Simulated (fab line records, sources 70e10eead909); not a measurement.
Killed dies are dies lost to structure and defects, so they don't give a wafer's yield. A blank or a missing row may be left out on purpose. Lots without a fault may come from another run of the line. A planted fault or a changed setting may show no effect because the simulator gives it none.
A struck lot beside a sound one | flow nand_harc | 14 steps out of a route of 1159
Sound: wafers L954.1, L954.3, L954.6. Struck: wafers L964.1, L964.2. The cause comes at the end.
At each step with rows: each side's tool, then ch and its chambers, then its first start. Under that, the readings that differ: sound wafers | struck wafers | difference of the means | sigmas: that difference in standard deviations of wafers without a fault.
alike: readings whose means differ by less than 2 such deviations, and words and numbers that are the same on both sides. not compared: withheld readings, readings that some wafer has no value for, bounds like >300 that may hide the same value, and numbers for which the record gives no deviation and whose values overlap.
The two part at a step that has a row with sigmas, a row that says differs or no value, or rows on one side only. Numbers that don't overlap but have no deviation are shown without sigmas and don't part them. A reading that every wafer of one side lacks parts them only if that side has two wafers or more.

NHARC_A_CONTACT_ETCH_137: etches the open film in C4F8/O2/Ar, time 132 s, target depth 1287 nm.
  sound on har_cap_etch-02 ch 0,1, day 17 21:35; struck on har_cap_etch-02 ch 0,1, day 20 03:37
  not compared: rf_hours_counter_h
then, 2 steps without rows for these wafers: NHARC_A_CONTACT_ETCH_138 (etches the open film in C4F8/O2/Ar, time 132 s, target depth 1289 nm); NHARC_A_CONTACT_ETCH_139 (etches the open film in C4F8/O2/Ar, time 137 s, target depth 590 nm).
NHARC_A_CONTACT_ETCH_92: etches the open film in CH3F/O2, target depth 40 nm, time 85.7 s.
  sound on rie_diel-12 ch 0,1,3, day 17 22:13; struck on rie_diel-08 ch 1,3, day 20 04:17
  alike: drypump_motor_current_A, oes_product_au, rf_vpp_V, showerhead_plenum_p_Torr, throttle_valve_pct
  not compared: rf_hours_counter_h
then, 1 step without rows for these wafers: NHARC_A_CONTACT_ETCH_98 (etches the open film in C4F6/O2, target depth 20 nm, time 10 s).
NHARC_A_CONTACT_CD_MEAS_15:
  sound on cd_sem-01, day 17 22:26; struck on cd_sem-03, day 20 04:29
  alike: cd_nm
then, 3 steps without rows for these wafers: NHARC_A_CONTACT_STRIP_107 (strips in N2/H2); NHARC_A_CONTACT_STRIP_108 (strips in CF4/CHF3); NHARC_A_CONTACT_STRIP_109 (strips in O2/COS).
NHARC_A_CONTACT_ETCH_110: etches the open film in CF4/O2, target depth 50 nm, overetch 5 nm, time 27.5 s.
  sound on rie_diel-03 ch 0,1,3, day 17 22:44; struck on rie_diel-03 ch 0,1, day 20 04:55
  alike: drypump_motor_current_A, oes_f_703_au, oes_o_777_au, oes_product_au, rf_vpp_V, showerhead_plenum_p_Torr, throttle_valve_pct
  not compared: rf_hours_counter_h
NHARC_A_CONTACT_STRIP_26: strips in O2.
  sound on rie_diel-03 ch 0,2,3; struck on rie_diel-03 ch 0,1
  alike: drypump_motor_current_A, oes_product_au, rf_vpp_V, showerhead_plenum_p_Torr, throttle_valve_pct
  not compared: rf_hours_counter_h
then, 1 step without rows for these wafers: NHARC_A_CONTACT_STRIP_27 (strips in post etch residue remover, time 600 s).
NHARC_A_CONTACT_ALD_18: deposits TiN, target thk 3 nm, pulse time 1 s, ald cycles 150.
  sound on ald_metal-01 ch 0,1, day 17 23:22; struck on ald_metal-04 ch 1,2, day 20 05:36
  reading    | sound       | struck  | difference | sigmas
  ald_cycles | 150 150 150 | 139 139 | -11        |
  alike: heater_power_w, precursor_pulse_height_rel
NHARC_A_CONTACT_CVD_19: deposits W, target thk 300 nm, time 802 s.
  sound on cvd_w-02 ch 0,1; struck on cvd_w-02 ch 0,1
  alike: heater_power_w, mfc_h2_sccm, mfc_wf6_sccm, throttle_valve_pct

WHERE THEY PART
Nowhere in this record.

WHY: what the simulator had put in
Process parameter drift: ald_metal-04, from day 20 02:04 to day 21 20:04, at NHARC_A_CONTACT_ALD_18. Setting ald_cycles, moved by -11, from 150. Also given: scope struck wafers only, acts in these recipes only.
